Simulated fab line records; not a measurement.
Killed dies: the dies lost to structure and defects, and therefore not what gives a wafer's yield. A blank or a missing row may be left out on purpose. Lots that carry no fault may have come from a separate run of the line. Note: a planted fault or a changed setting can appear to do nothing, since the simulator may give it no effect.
Chamber matching	flow n5 finfet	rie diel-05 running N5_BEOL_M2_DESCUM_16: 4 sister chambers
The step chemistry O2, time 7 s. 22 wafers are shown with their chamber, then 11 later ones without.

WAFERS PAIRED WITH THEIR CHAMBERS
wafer	chamber	drypump motor current A (A)	showerhead plenum p Torr (Torr)	throttle valve pct (%)
L076.1	0	5.9	2.05	19.97
L076.2	1	5.2	2.12	20.69
L076.3	2	5.5	2.24	20.25
L076.4	3	4.8	2.16	20.39
L076.5	3	4.8	2.16	20.39
L076.6	2	5.5	2.24	20.23
L077.1	3	4.8	2.16	20.37
L077.3	1	5.2	2.12	20.68
L077.6	3	4.9	2.16	20.37
L078.1	0	5.9	2.05	20.02
L078.4	2	5.6	2.24	20.25
L078.5	3	4.8	2.16	20.40
L086.1	0	5.9	2.04	20.03
L086.2	1	5.2	2.11	20.72
L086.3	2	5.5	2.23	20.27
L087.1	0	5.9	2.04	20.04
L087.2	3	4.9	2.15	20.41
L087.6	3	4.9	2.15	20.42
L088.1	0	5.9	2.04	20.04
L088.4	3	4.8	2.15	20.43
L088.6	2	5.5	2.23	20.27
L092.1	3	4.8	2.15	20.42

SIGNATURES (means of the wafers above)
reading	chamber 0	chamber 1	chamber 2	chamber 3	scatter within a chamber
drypump motor current A	5.900	5.200	5.520	4.833	0.0394
showerhead plenum p Torr	2.0440	2.1167	2.2360	2.1556	0.00542
throttle valve pct	20.0200	20.6967	20.2540	20.4000	0.0226
Rule: a wafer lies at a distance from a chamber equal to the root of the sum of squares, over the readings, of (its reading less the chamber's mean, divided by the reading's scatter). The wafer belongs to the nearest chamber; if the next one is less than 2 further off, it can't be placed. How the scatter is found: for the shown wafers, subtract from each reading the mean of its chamber, square and add these, divide the total by (wafers less chambers), then take the root.

WAFERS MISSING THEIR CHAMBER
wafer	drypump motor current A (A)	showerhead plenum p Torr (Torr)	throttle valve pct (%)
L092.2	5.2	2.11	20.72
L092.3	5.9	2.04	20.04
L092.4	5.6	2.23	20.27
L092.5	5.5	2.23	20.29
L092.6	4.8	2.15	20.41
L093.1	5.5	2.22	20.30
L093.4	4.8	2.15	20.44
L093.6	5.9	2.03	20.05
L096.3	5.9	2.03	20.04
L096.4	5.5	2.22	20.31
L096.5	5.9	2.03	20.06

WHICH CHAMBER EACH WENT THROUGH
wafer	from the rows above	in truth
L092.2	1	1
L092.3	0	0
L092.4	2	2
L092.5	2	2
L092.6	3	3
L093.1	2	2
L093.4	3	3
L093.6	0	0
L096.3	0	0
L096.4	2	2
L096.5	0	0
Correct placement for 11 of the 11. Left unplaced by these rows: 0. 0 placed wrongly.
